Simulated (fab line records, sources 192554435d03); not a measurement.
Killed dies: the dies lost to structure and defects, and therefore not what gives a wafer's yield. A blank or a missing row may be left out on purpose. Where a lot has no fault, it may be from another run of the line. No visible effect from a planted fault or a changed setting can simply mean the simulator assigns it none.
Comparing a struck lot with a sound one	flow n5-finfet	18 out of 1938 route steps
Sound: these wafers, L750.3, L750.5, L750.6. Struck: wafers L766.1, L766.3, L766.6. The cause is named last.
For every step that has rows: the tool of each side, followed by ch and its chambers, followed by its first start. Under that, the readings that differ: sound wafers	struck wafers	difference of the means	sigmas: that difference in standard deviations of wafers without a fault.
alike: readings whose means differ by less than 2 such deviations, and words and numbers that are the same on both sides. not compared: withheld readings, readings that some wafer has no value for, bounds like >300 that may hide the same value, and numbers for which the record gives no deviation and whose values overlap.
A row with sigmas, a row that says differs or no value, or rows on one side alone: a step with any of these is where the two part. Numbers that don't overlap but have no deviation are shown without sigmas and don't part them. A reading missing from all wafers of one side parts the sides only when that side holds two or more wafers.

N5_BEOL_M0_SAQP_PECVD_03: deposits SiCN from 3MS/NH3, target thk 12 nm, time 21.1 s.
  sound on pecvd-04 ch 1,2, day 5 16:15; struck on pecvd-03 ch 0,1,2, day 9 20:10
reading	sound	struck	difference	sigmas
rf-fwd-power-W (W)	200.2 200.8 200.1	197.1 199.2 199.3	-1.8	-2
  alike: showerhead-plenum-p-Torr, throttle-valve-pct
N5_BEOL_M0_SAQP_PECVD_96: deposits a-Si from SiH4/He, target thk 45 nm, time 45.2 s.
  sound on pecvd-04 ch 1,2, day 5 16:17; struck on pecvd-03 ch 0,1,2, day 9 20:12
  alike: heater-power-outer-w, heater-power-w, rf-fwd-power-W, showerhead-plenum-p-Torr, throttle-valve-pct
N5_BEOL_M0_SAQP_PECVD_97: deposits SiNx from SiH4/NH3/N2, target thk 23 nm, time 19.9 s.
  sound on pecvd-04 ch 1,2, day 5 16:19; struck on pecvd-03 ch 0,1,2, day 9 20:15
  alike: heater-power-outer-w, heater-power-w, rf-fwd-power-W, showerhead-plenum-p-Torr, throttle-valve-pct
N5_BEOL_M0_SAQP_PECVD_04: deposits a-Si from SiH4/He, target thk 60 nm, time 60.2 s.
  sound on pecvd-04 ch 1,2, day 5 16:22; struck on pecvd-03 ch 0,1,2, day 9 20:17
  alike: heater-power-outer-w, heater-power-w, rf-fwd-power-W, showerhead-plenum-p-Torr, throttle-valve-pct
N5_BEOL_M0_SAQP_THK_MEAS_05:
  struck on film-metro-02, day 9 20:23; sound on film-metro-01, day 5 16:28
  alike: thk-nm
N5_BEOL_M0_SAQP_HM_DEP_111: deposits SiO2 from SiH4/N2O, target thk 12 nm, time 7.2 s.
  sound on pecvd-03 ch 0,1, day 5 16:30; struck on pecvd-02 ch 0,1, day 9 20:25
  alike: heater-power-outer-w, heater-power-w, rf-fwd-power-W, showerhead-plenum-p-Torr
then, 6 steps without rows for these wafers: N5_BEOL_M0_SAQP_COAT_81 (time 60 s, resist thk 100 nm); N5_BEOL_M0_SAQP_COAT_82 (time 60 s, resist thk 30 nm); N5_BEOL_M0_SAQP_COAT_08 (resist thk 90 nm); N5_BEOL_M0_SAQP_EBR_10; N5_BEOL_M0_SAQP_SOFTBAKE_09 (time 60 s); N5_BEOL_M0_SAQP_EXPOSE_11 (exposes mask M0 CORE, target cd 42 nm).
N5_BEOL_M0_SAQP_PEB_12: peb time 60 s.
  sound on litho-track-04 ch 0, day 5 16:53; struck on litho-track-05 ch 0, day 9 20:49
then, 1 step without rows for these wafers: N5_BEOL_M0_SAQP_DEVELOP_13 (develop time 30 s).
N5_BEOL_M0_SAQP_CD_MEAS_14 targets a cd of 42.5 nm.
  sound on cd-sem-01 ch 0, day 5 16:56; struck on cd-sem-02 ch 0, day 9 20:53
reading	sound	struck	difference	sigmas
cd-nm (nm)	42.4 42.2 42.2	44.8 44.9 44.7	+2.5	+7
N5_BEOL_M0_SAQP_OVL_MEAS_15:
  sound on overlay-02 ch 0, day 5 16:58; struck on overlay-01 ch 0, day 9 20:55
  alike: M0_CORE_OVL
-- here the record skips 2 days between the struck wafers' starts before and after, leaving off in module BEOL_M0_SAQP and picking up in module BEOL_M4 (first step shown: number 1111 of the route) --
N5_BEOL_M4_RC_MEAS_101:
  sound on prober-01 ch 0, day 8 01:25; struck on prober-02 ch 0, day 12 00:14
  alike: DIBL_N, DIBL_P, IOFF_N, IOFF_P, ION_N, ION_P, SS_N, SS_P, VT_N, VT_P
-- here the record skips 4 days between the struck wafers' starts before and after, leaving off in module BEOL_M4 and picking up in module PASSIVATION (first step shown: number 1936 of the route) --
N5_PASSIVATION_PROBE_49:
  record: rows for the struck wafers here (prober-01, day 16 09:16), none for the sound ones

== WHERE THEY PART ==
At N5_BEOL_M0_SAQP_PECVD_03 first; at N5_PASSIVATION_PROBE_49 last (within this record only).

WHY: what the simulator had put in
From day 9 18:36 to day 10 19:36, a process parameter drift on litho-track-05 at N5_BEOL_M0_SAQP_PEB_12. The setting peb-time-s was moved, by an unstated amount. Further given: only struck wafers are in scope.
